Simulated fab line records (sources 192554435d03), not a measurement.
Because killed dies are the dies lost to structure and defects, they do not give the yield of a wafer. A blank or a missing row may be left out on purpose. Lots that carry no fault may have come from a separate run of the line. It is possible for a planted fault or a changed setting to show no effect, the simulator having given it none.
Split-lot experiment | flow n5-finfet | on a route of 1938 steps: 7 lots, 21 wafers read

THE SPLIT
At N5_SD_EPI_N_COAT_33 (time 60 s, resist thk 35 nm), the setting spin-rpm was moved away from the recipe's 1500 rpm on 5 of the 21 wafers read, by +5.9% to +7.7%. The other wafers ran this setting at the recipe's value.

FROM THE SPLIT TO THE READING: what the file shows between them, 3 steps
- N5_SD_EPI_N_COAT_03: resist thk 150 nm
- N5_SD_EPI_N_EBR_05
- N5_SD_EPI_N_DESCUM_14: chemistry O2, time 7.9 s

THE READING
CAR-ArF-block_of_SD_EPI_N_COAT_03.thk-nm (the simulator's own value, which no gauge read), in nm, at N5_SD_EPI_N_ETCH_34 (etches SiARC in CF4, target depth 45.5 nm, time 75.8 s). The file gives no usual value for it. Across the 16 wafers here that went through the recipe, the average is 110.9 nm and the standard deviation 0.27 nm.

wafer  | tool, chamber at the split | spin-rpm as run, rpm | against the recipe | CAR-ArF-block_of_SD_EPI_N_COAT_03.thk-nm, nm | against lot-mates on the recipe
L084.3 | litho-track-04, 0          | 1500                 | recipe             | 111                                          | -
L084.4 | litho-track-04, 0          | 1616                 | +7.7%              | 112.4                                        | +1.4
L084.5 | litho-track-04, 0          | 1616                 | +7.7%              | 112.6                                        | +1.6
L086.3 | litho-track-04, 0          | 1500                 | recipe             | 110.8                                        | -
L086.5 | litho-track-04, 0          | 1500                 | recipe             | 111                                          | -
L086.6 | litho-track-04, 0          | 1500                 | recipe             | 111.2                                        | -
L089.1 | litho-track-05, 0          | 1500                 | recipe             | 111.2                                        | -
L089.2 | litho-track-05, 0          | 1500                 | recipe             | 111.4                                        | -
L089.6 | litho-track-05, 0          | 1500                 | recipe             | 110.4                                        | -
L090.3 | litho-track-03, 0          | 1500                 | recipe             | 110.8                                        | -
L090.4 | litho-track-03, 0          | 1500                 | recipe             | 111                                          | -
L090.6 | litho-track-03, 0          | 1500                 | recipe             | 110.4                                        | -
L091.3 | litho-track-04, 0          | 1589                 | +5.9%              | 111.8                                        | +1.0
L091.4 | litho-track-04, 0          | 1500                 | recipe             | 110.8                                        | -
L091.6 | litho-track-04, 0          | 1589                 | +5.9%              | 111.8                                        | +1.0
L094.1 | litho-track-04, 0          | 1500                 | recipe             | 111.2                                        | -
L094.2 | litho-track-04, 0          | 1500                 | recipe             | 110.8                                        | -
L094.5 | litho-track-04, 0          | 1500                 | recipe             | 110.6                                        | -
L097.1 | litho-track-03, 0          | 1609                 | +7.3%              | 112.2                                        | +1.4
L097.2 | litho-track-03, 0          | 1500                 | recipe             | 110.8                                        | -
L097.6 | litho-track-03, 0          | 1500                 | recipe             | 110.8                                        | -

THE FIT
A straight line over all 21 wafers: CAR-ArF-block_of_SD_EPI_N_COAT_03.thk-nm changes by +0.187 nm for each +1% of spin-rpm; r = +0.91; the points scatter about the line by 0.27 nm.
The same after taking each lot's own level away (the mean of its wafers on the recipe; 21 wafers): +0.187 nm for each +1%; r = +0.93; scatter 0.24 nm.
According to that fit, moving spin-rpm by its largest amount changes the reading by 1.4 nm.
The lots' own levels span 110.73 to 111.00 nm, that is 1.0 times the standard deviation above.
Hence the lot-to-lot level has little effect on the slope; both slopes agree.
Check: for one of the wafers moved furthest among these (+7.7%), held out of the fit, the line's prediction against its lot-mates is +1.45 nm. Against them it came out at +1.4 nm.

ADDITIONAL SPLITS CARRIED BY THESE WAFERS
These wafers also went through other splits before the reading. Each is held against what the fit with the lots' levels taken away leaves over:
other split on the same wafers                    | wafers away from the commonest value | r with CAR-ArF-block_of_SD_EPI_N_COAT_03.thk-nm (lot level and that fit taken away)
N5_PMOS_HMC_CHANNEL_EPI_PEB_07 peb-temp-c         | 9                                    | -0.18
N5_PMOS_HMC_CHANNEL_EPI_DEVELOP_08 develop-time-s | 5                                    | +0.05
N5_FIN_CUT_COAT_29 spin-rpm                       | 7                                    | +0.17
N5_FIN_CUT_EXPOSE_05 dose-mj                      | 7                                    | +0.18
N5_DUMMY_GATE_CVD_03 temp-c                       | 12                                   | -0.05

THE WHOLE CHAIN: every reading that the file lists as answering this split, in the file's order
step                | what it does                                           | reading                                                                                   | change (the file's fit)               | r (the file's)
N5_SD_EPI_N_COAT_33 | time 60 s, resist thk 35 nm                            | SiARC_of_SD_EPI_N_COAT_33.thk-nm (the simulator's own value, which no gauge read)         | -0.183 nm for each +1% of the setting | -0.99
N5_SD_EPI_N_ETCH_34 | etches SiARC in CF4, target depth 45.5 nm, time 75.8 s | etch.depth-nm (the simulator's own value, which no gauge read)                            | -0.175 nm for each +1% of the setting | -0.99
N5_SD_EPI_N_ETCH_34 | etches SiARC in CF4, target depth 45.5 nm, time 75.8 s | CAR-ArF-block_of_SD_EPI_N_COAT_03.thk-nm (the simulator's own value, which no gauge read) | +0.187 nm for each +1% of the setting | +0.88

FILE'S OWN FIT
CAR-ArF-block_of_SD_EPI_N_COAT_03.thk-nm changes by +0.187 nm for each +1% of spin-rpm, r = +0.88.
